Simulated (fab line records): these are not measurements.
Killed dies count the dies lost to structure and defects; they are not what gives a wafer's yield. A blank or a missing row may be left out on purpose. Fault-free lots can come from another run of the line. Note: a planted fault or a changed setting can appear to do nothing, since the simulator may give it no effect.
Which tool is to blame?	flow n5Finfet	24 lots with 72 wafers sampled at 5 steps, on a route of 1938 steps

WHAT EACH GAUGE READ, for each wafer
N5_BEOL_M5_INSPECT_58: inspects for defects (darkfield).
lot	measured	on	rawDefectCount
L074	day 8 01:58	defectInspect-02	60 51 46
L075	day 8 17:38	defectInspect-02	31 40 40
L076	day 8 20:53	defectInspect-01	59 91 55
L077	day 8 21:37	defectInspect-02	129 158 84
L078	day 9 13:31	defectInspect-02	35 43 45
L079	day 9 15:38	defectInspect-01	33 51 83
L080	day 9 21:10	defectInspect-01	71 89 60
L081	day 9 23:32	defectInspect-02	59 73 42
L082	day 10 15:43	defectInspect-02	86 75 59
L083	day 10 17:48	defectInspect-02	35 39 81
L084	day 10 20:58	defectInspect-02	86 56 85
L085	day 10 23:10	defectInspect-02	56 50 56
L086	day 11 17:41	defectInspect-01	66 65 53
L087	day 11 22:22	defectInspect-02	38 41 54
L088	day 11 21:44	defectInspect-02	62 46 69
L089	day 12 02:47	defectInspect-02	42 114 37
L090	day 12 15:28	defectInspect-02	75 60 77
L091	day 13 14:13	defectInspect-01	30 47 64
L092	day 12 22:37	defectInspect-02	112 88 66
L093	day 13 07:10	defectInspect-01	51 102 54
L094	day 13 04:21	defectInspect-01	76 53 53
L095	day 13 23:57	defectInspect-02	53 57 29
L096	day 14 06:33	defectInspect-01	47 58 70
L097	day 14 21:00	defectInspect-01	69 80 104

WHICH TOOL RAN EACH LOT (tool, then ch and the chambers of the sampled wafers, then the start)
lot	N5_BEOL_M4_PRE_CLEAN_45	N5_BEOL_M4_SPUTTER_92	N5_BEOL_M5_ANNEAL_89	N5_BEOL_M5_ANNEAL_51
L074	pvdSputter-02, day 7 10:55	pvdSputter-02, day 7 12:54	pvdSputter-01, day 7 23:53	rtpAnneal-02 ch 0, day 8 01:14
L075	pvdSputter-02, day 8 02:17	pvdSputter-01, day 8 04:39	pvdSputter-01, day 8 15:32	rtpAnneal-01 ch 0, day 8 16:47
L076	pvdSputter-02, day 8 05:17	pvdSputter-02, day 8 07:10	pvdSputter-03, day 8 18:47	rtpAnneal-02 ch 0, day 8 20:00
L077	pvdSputter-03, day 8 05:56	pvdSputter-01, day 8 07:50	pvdSputter-02, day 8 19:23	rtpAnneal-02 ch 0, day 8 20:39
L078	pvdSputter-03, day 8 21:23	pvdSputter-03, day 8 23:14	pvdSputter-02, day 9 11:25	rtpAnneal-01 ch 0, day 9 12:38
L079	pvdSputter-03, day 8 21:35	pvdSputter-01, day 9 00:56	pvdSputter-03, day 9 13:25	rtpAnneal-01 ch 0, day 9 14:48
L080	pvdSputter-03, day 9 04:17	pvdSputter-03, day 9 06:08	pvdSputter-02, day 9 19:04	rtpAnneal-01 ch 0, day 9 20:17
L081	pvdSputter-02, day 9 04:48	pvdSputter-01, day 9 07:35	pvdSputter-03, day 9 21:27	rtpAnneal-01 ch 0, day 9 22:42
L082	pvdSputter-03, day 9 23:17	pvdSputter-01, day 10 01:31	pvdSputter-01, day 10 13:35	rtpAnneal-02 ch 0, day 10 14:48
L083	pvdSputter-02, day 10 01:11	pvdSputter-03, day 10 03:19	pvdSputter-02, day 10 15:43	rtpAnneal-01 ch 0, day 10 16:55
L084	pvdSputter-02, day 10 01:17	pvdSputter-02, day 10 03:38	pvdSputter-03, day 10 18:52	rtpAnneal-02 ch 0, day 10 20:05
L085	pvdSputter-03, day 10 06:41	pvdSputter-02, day 10 09:04	pvdSputter-02, day 10 20:56	rtpAnneal-01 ch 0, day 10 22:19
L086	pvdSputter-02, day 11 01:49	pvdSputter-02, day 11 03:48	pvdSputter-01, day 11 15:33	rtpAnneal-01 ch 0, day 11 16:49
L087	pvdSputter-01, day 11 04:48	pvdSputter-02, day 11 06:49	pvdSputter-01, day 11 20:17	rtpAnneal-01 ch 0, day 11 21:35
L088	pvdSputter-02, day 11 05:07	pvdSputter-03, day 11 07:17	pvdSputter-02, day 11 19:38	rtpAnneal-02 ch 0, day 11 20:56
L089	pvdSputter-03, day 11 11:34	pvdSputter-03, day 11 13:29	pvdSputter-02, day 12 00:40	rtpAnneal-02 ch 0, day 12 02:01
L090	pvdSputter-02, day 11 21:13	pvdSputter-03, day 12 00:47	pvdSputter-01, day 12 13:21	rtpAnneal-01 ch 0, day 12 14:40
L091	pvdSputter-02, day 12 01:48	pvdSputter-01, day 12 03:52	pvdSputter-02, day 13 12:05	rtpAnneal-01 ch 0, day 13 13:18
L092	pvdSputter-02, day 12 06:26	pvdSputter-03, day 12 08:29	pvdSputter-03, day 12 20:32	rtpAnneal-01 ch 0, day 12 21:44
L093	pvdSputter-02, day 12 09:17	pvdSputter-03, day 12 11:08	pvdSputter-01, day 13 04:58	rtpAnneal-02 ch 0, day 13 06:20
L094	pvdSputter-02, day 12 12:32	pvdSputter-01, day 12 15:45	pvdSputter-03, day 13 02:16	rtpAnneal-01 ch 0, day 13 03:28
L095	pvdSputter-03, day 13 09:16	pvdSputter-01, day 13 11:05	pvdSputter-01, day 13 21:35	rtpAnneal-01 ch 0, day 13 23:04
L096	pvdSputter-02, day 13 14:13	pvdSputter-03, day 13 16:29	pvdSputter-03, day 14 04:21	rtpAnneal-02 ch 0, day 14 05:34
L097	pvdSputter-02, day 14 05:37	pvdSputter-01, day 14 07:41	pvdSputter-02, day 14 18:48	rtpAnneal-02 ch 0, day 14 20:01
- N5_BEOL_M4_PRE_CLEAN_45: time 30 s.
- N5_BEOL_M4_SPUTTER_92: material Cu, target thk 4.5 nm, time 8.29 s.
- N5_BEOL_M5_ANNEAL_89: time 1800 s.
- N5_BEOL_M5_ANNEAL_51: time 90 s.

WHAT THE TOOLS THEMSELVES READ (means of the sampled wafers that have a number; where no wafer has one, the mark that the record gives instead)
N5_BEOL_M4_PRE_CLEAN_45.
lot	tool	heaterPowerW (W)
L074	pvdSputter-02	333
L075	pvdSputter-02	343
L076	pvdSputter-02	342
L077	pvdSputter-03	333
L078	pvdSputter-03	299
L079	pvdSputter-03	318
L080	pvdSputter-03	290
L081	pvdSputter-02	341
L082	pvdSputter-03	308
L083	pvdSputter-02	346
L084	pvdSputter-02	331
L085	pvdSputter-03	313
L086	pvdSputter-02	332
L087	pvdSputter-01	346
L088	pvdSputter-02	332
L089	pvdSputter-03	270
L090	pvdSputter-02	333
L091	pvdSputter-02	343
L092	pvdSputter-02	335
L093	pvdSputter-02	327
L094	pvdSputter-02	339
L095	pvdSputter-03	289
L096	pvdSputter-02	324
L097	pvdSputter-02	329

N5_BEOL_M4_SPUTTER_92.
lot	tool	throttleValvePct (%)
L074	pvdSputter-02	29.4
L075	pvdSputter-01	29.2
L076	pvdSputter-02	29.7
L077	pvdSputter-01	28.4
L078	pvdSputter-03	30.8
L079	pvdSputter-01	28.4
L080	pvdSputter-03	30.7
L081	pvdSputter-01	28.4
L082	pvdSputter-01	27.6
L083	pvdSputter-03	30.6
L084	pvdSputter-02	29.5
L085	pvdSputter-02	29.7
L086	pvdSputter-02	29.7
L087	pvdSputter-02	29.1
L088	pvdSputter-03	30.3
L089	pvdSputter-03	30.5
L090	pvdSputter-03	30.8
L091	pvdSputter-01	28.4
L092	pvdSputter-03	30.8
L093	pvdSputter-03	31.3
L094	pvdSputter-01	29.1
L095	pvdSputter-01	29.6
L096	pvdSputter-03	30.3
L097	pvdSputter-01	28.3

N5_BEOL_M5_ANNEAL_89.
lot	tool	heaterPowerW (W)
L074	pvdSputter-01	818
L075	pvdSputter-01	800
L076	pvdSputter-03	745
L077	pvdSputter-02	836
L078	pvdSputter-02	847
L079	pvdSputter-03	804
L080	pvdSputter-02	840
L081	pvdSputter-03	733
L082	pvdSputter-01	815
L083	pvdSputter-02	828
L084	pvdSputter-03	732
L085	pvdSputter-02	861
L086	pvdSputter-01	879
L087	pvdSputter-01	860
L088	pvdSputter-02	825
L089	pvdSputter-02	840
L090	pvdSputter-01	748
L091	pvdSputter-02	804
L092	pvdSputter-03	774
L093	pvdSputter-01	864
L094	pvdSputter-03	761
L095	pvdSputter-01	880
L096	pvdSputter-03	831
L097	pvdSputter-02	845

N5_BEOL_M5_ANNEAL_51.
lot	tool	wafer_temp_C_max
L074	rtpAnneal-02	225.68
L075	rtpAnneal-01	225.71
L076	rtpAnneal-02	225.54
L077	rtpAnneal-02	225.84
L078	rtpAnneal-01	225.49
L079	rtpAnneal-01	225.65
L080	rtpAnneal-01	225.79
L081	rtpAnneal-01	225.64
L082	rtpAnneal-02	225.81
L083	rtpAnneal-01	225.71
L084	rtpAnneal-02	225.72
L085	rtpAnneal-01	225.59
L086	rtpAnneal-01	225.65
L087	rtpAnneal-01	225.61
L088	rtpAnneal-02	225.46
L089	rtpAnneal-02	225.87
L090	rtpAnneal-01	225.28
L091	rtpAnneal-01	225.67
L092	rtpAnneal-01	225.63
L093	rtpAnneal-02	225.91
L094	rtpAnneal-01	225.81
L095	rtpAnneal-01	225.40
L096	rtpAnneal-02	225.71
L097	rtpAnneal-02	225.45

THE ANSWER, worked out from the rows above alone
Rule: the lots themselves supply what counts as usual. The widest of any qualifying gaps counts: lots, ordered by their means at a reading, are off when they make up no more than a third of the lots, leave a main group of 4 or more, and stand apart from it by 3 or more times the standard deviation of that group's means. A main group whose means are all the same, to the digits that the tables above print for the reading, isn't used. A lot without any number at a reading at which 4 lots or more have one is off too. Where the step has rows for the other lots, those lots are counted as sound. Order of review: gauges by route order, followed by the tools' own readings, for which a lot's mean as printed above is used. At the first step where some lot is off, the reading lying furthest off is the one used; lots without a number count as furthest.
Nothing can be told from this: no lot is off at any reading shown.

WHAT THE SIMULATOR PUT IN
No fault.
